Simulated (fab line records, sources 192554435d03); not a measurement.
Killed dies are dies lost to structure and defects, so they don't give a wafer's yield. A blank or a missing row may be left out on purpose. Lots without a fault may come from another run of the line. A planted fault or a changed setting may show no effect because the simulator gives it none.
Chamber matching | flow n5_finfet | N5_PMOS_HMC_CHANNEL_EPI_ETCH_38 on rie_si-02: 4 sister chambers
The step etches SiO2 in CF4, target depth 1.5 nm. 22 wafers are shown with their chamber, then 11 later ones without.

WAFERS WITH THEIR CHAMBER
wafer  | chamber | throttle_valve_pct (%) | drypump_motor_current_A (A) | oes_product_au (a.u.)
L074.2 | 0       | 22.55                  | 5.4                         | 1.033
L074.4 | 0       | 22.55                  | 5.4                         | 1.032
L074.5 | 1       | 22.09                  | 5.7                         | 1.007
L078.2 | 1       | 22.09                  | 5.7                         | 1.007
L078.3 | 2       | 21.65                  | 5.9                         | 0.978
L078.4 | 3       | 21.46                  | 5.3                         | 1.013
L080.3 | 2       | 21.63                  | 5.9                         | 0.979
L080.4 | 1       | 22.10                  | 5.7                         | 1.012
L080.6 | 2       | 21.62                  | 5.9                         | 0.978
L082.1 | 3       | 21.47                  | 5.4                         | 1.005
L082.2 | 1       | 22.09                  | 5.7                         | 0.994
L082.3 | 0       | 22.54                  | 5.4                         | 1.027
L085.1 | 2       | 21.64                  | 5.9                         | 0.977
L085.4 | 0       | 22.56                  | 5.4                         | 1.033
L085.5 | 3       | 21.46                  | 5.3                         | 1.005
L086.1 | 2       | 21.63                  | 5.9                         | 0.985
L086.2 | 1       | 22.09                  | 5.7                         | 1.004
L086.3 | 3       | 21.47                  | 5.4                         | 1.007
L086.4 | 0       | 22.54                  | 5.4                         | 1.030
L086.5 | 3       | 21.47                  | 5.4                         | 1.023
L086.6 | 2       | 21.64                  | 5.9                         | 0.978
L089.1 | 3       | 21.46                  | 5.3                         | 1.019

SIGNATURES (means of the wafers above)
reading                 | chamber 0 | chamber 1 | chamber 2 | chamber 3 | scatter within a chamber
throttle_valve_pct      | 22.5480   | 22.0920   | 21.6350   | 21.4650   | 0.00767
drypump_motor_current_A | 5.400     | 5.700     | 5.900     | 5.350     | 0.0289
oes_product_au          | 1.03100   | 1.00480   | 0.97917   | 1.01200   | 0.00549
Rule: a wafer's distance from a chamber is the root of the sum, over the readings, of the square of ((its reading less the chamber's mean) divided by the reading's scatter). The wafer belongs to the nearest chamber; if the next one is less than 2 further off, it can't be placed. The scatter: the root of (the sum of the squares of (reading less its chamber's mean) over the shown wafers, divided by (wafers less chambers)).

WAFERS WITHOUT THEIR CHAMBER
wafer  | throttle_valve_pct (%) | drypump_motor_current_A (A) | oes_product_au (a.u.)
L089.4 | 22.10                  | 5.7                         | 0.999
L089.6 | 21.63                  | 5.9                         | 0.974
L094.1 | 21.48                  | 5.3                         | 1.028
L094.2 | 21.62                  | 5.9                         | 0.960
L094.3 | 22.55                  | 5.4                         | 1.037
L094.4 | 22.09                  | 5.7                         | 1.011
L094.5 | 22.55                  | 5.4                         | 1.042
L094.6 | 21.48                  | 5.4                         | 1.025
L097.3 | 21.49                  | 5.3                         | 1.022
L097.5 | 21.63                  | 5.9                         | 0.982
L097.6 | 21.47                  | 5.3                         | 1.028

WHICH CHAMBER EACH WENT THROUGH
wafer  | from the rows above | in truth
L089.4 | 1                   | 1
L089.6 | 2                   | 2
L094.1 | 3                   | 3
L094.2 | 2                   | 2
L094.3 | 0                   | 0
L094.4 | 1                   | 1
L094.5 | 0                   | 0
L094.6 | 3                   | 3
L097.3 | 3                   | 3
L097.5 | 2                   | 2
L097.6 | 3                   | 3
Placed correctly: 11 of 11. Can't be placed from these rows: 0. Placed wrongly: 0.
